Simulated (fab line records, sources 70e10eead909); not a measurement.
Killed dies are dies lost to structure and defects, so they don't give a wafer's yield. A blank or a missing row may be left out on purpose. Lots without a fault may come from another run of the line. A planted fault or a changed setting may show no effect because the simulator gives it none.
Which tool did it? | flow nand_harc | 12 lots, 36 wafers sampled, at 1 step of a route of 1159

WHAT THE GAUGES READ, wafer by wafer
NHARC_A_CONTACT_CD_MEAS_42: target cd 200 nm.
lot  | measured     | on        | cd_nm (nm)
L074 | day 16 17:13 | cd_sem-02 | 199.9 200.3 200.3
L079 | day 16 21:11 | cd_sem-03 | 198.6 200.1 199.9
L078 | day 17 02:29 | cd_sem-03 | 200.5 200.5 200.3
L081 | day 18 00:14 | cd_sem-02 | 200.7 201.7 201.4
L082 | day 18 05:40 | cd_sem-02 | 199.8 199.4 199.9
L084 | day 18 17:34 | cd_sem-02 | 199.9 200.1 199.9
L086 | day 19 04:03 | cd_sem-03 | 200.4 200.1 200.3
L089 | day 20 00:12 | cd_sem-01 | 199.9 200.1 200.3
L091 | day 20 12:32 | cd_sem-03 | 200.3 200.9 200.7
L093 | day 20 16:53 | cd_sem-02 | 200.0 200.7 199.7
L094 | day 21 18:13 | cd_sem-01 | 200.1 201.2 200.5
L097 | day 21 23:19 | cd_sem-03 | 200.4 200.3 200.1

WHICH TOOL RAN EACH LOT (tool, then ch and the chambers of the sampled wafers, then the start)
The record holds no process step before these readings.

THE ANSWER, worked out from the rows above alone
Rule: what is usual is taken from the lots themselves. Put in order of their means at a reading, lots are off if they are a third of the lots or fewer, leave a main group of 4 or more, and stand apart from it by a gap of 3 or more times the standard deviation of the main group's means; of several such gaps the widest counts. A main group whose means are all the same, to the digits that the tables above print for the reading, isn't used. A lot without any number at a reading at which 4 lots or more have one is off too. The other lots that the step has rows for count as sound.
No lot is off at any reading shown: from this, nothing can be told.

WHAT THE SIMULATOR HAD PUT IN
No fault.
